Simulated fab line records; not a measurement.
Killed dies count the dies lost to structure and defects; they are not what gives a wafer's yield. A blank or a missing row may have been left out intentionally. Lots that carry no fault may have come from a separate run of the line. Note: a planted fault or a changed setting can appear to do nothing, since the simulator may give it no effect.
Chamber matching + flow n5-finfet + N5_MOL_CONTACT_COAG_ALD_20 on ald-metal-01: 4 sister chambers
The step deposits TiN, target thk 1.5 nm, pulse time 1 s, purge time 3 s. 8 wafers are shown with their chamber, then 7 later ones without.

## WAFERS, EACH WITH ITS CHAMBER
| wafer  | chamber | heater-power-outer-w (W) | heater-power-w (W) |
|--------|---------|--------------------------|--------------------|
| L081.3 | 3       | 512                      | 839                |
| L081.5 | 3       | 515                      | 839                |
| L082.4 | 1       | 652                      | 1084               |
| L085.1 | 0       | 519                      | 804                |
| L085.3 | 2       | 487                      | 829                |
| L085.6 | 0       | 522                      | 820                |
| L088.1 | 1       | 660                      | 1116               |
| L088.5 | 2       | 482                      | 811                |

## WAFERS WITHOUT THEIR CHAMBER
| wafer  | heater-power-outer-w (W) | heater-power-w (W) |
|--------|--------------------------|--------------------|
| L088.6 | 530                      | 819                |
| L091.1 | 484                      | 815                |
| L091.2 | 654                      | 1105               |
| L091.4 | 514                      | 798                |
| L092.2 | 510                      | 809                |
| L092.3 | 486                      | 799                |
| L092.4 | 673                      | 1109               |

## WHICH CHAMBER EACH WENT THROUGH
| wafer  | from the rows above     | in truth                   |
|--------|-------------------------|----------------------------|
| L088.6 | 0                       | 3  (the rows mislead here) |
| L091.1 | 2                       | 2                          |
| L091.2 | 1                       | 1                          |
| L091.4 | can't be placed: 0 or 3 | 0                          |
| L092.2 | can't be placed: 3 or 0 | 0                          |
| L092.3 | 2                       | 2                          |
| L092.4 | 1                       | 1                          |
Correctly placed: 4 of 7. Unplaceable from these rows: 2, with the true chamber sitting among the candidates in 2. Wrongly placed: 1.
How it was worked out, from the rows above alone: a wafer's distance from a chamber is the root of the sum, over the readings, of the square of ((its reading less the chamber's mean) divided by the reading's scatter). If the next closest chamber is less than 2 further off than the closest, the wafer can't be placed; otherwise it belongs to the closest. The mean given for a chamber averages the wafers shown for that chamber. How the scatter is found: for the shown wafers, subtract from each reading the mean of its chamber, square and add these, divide the total by (wafers less chambers), then take the root.
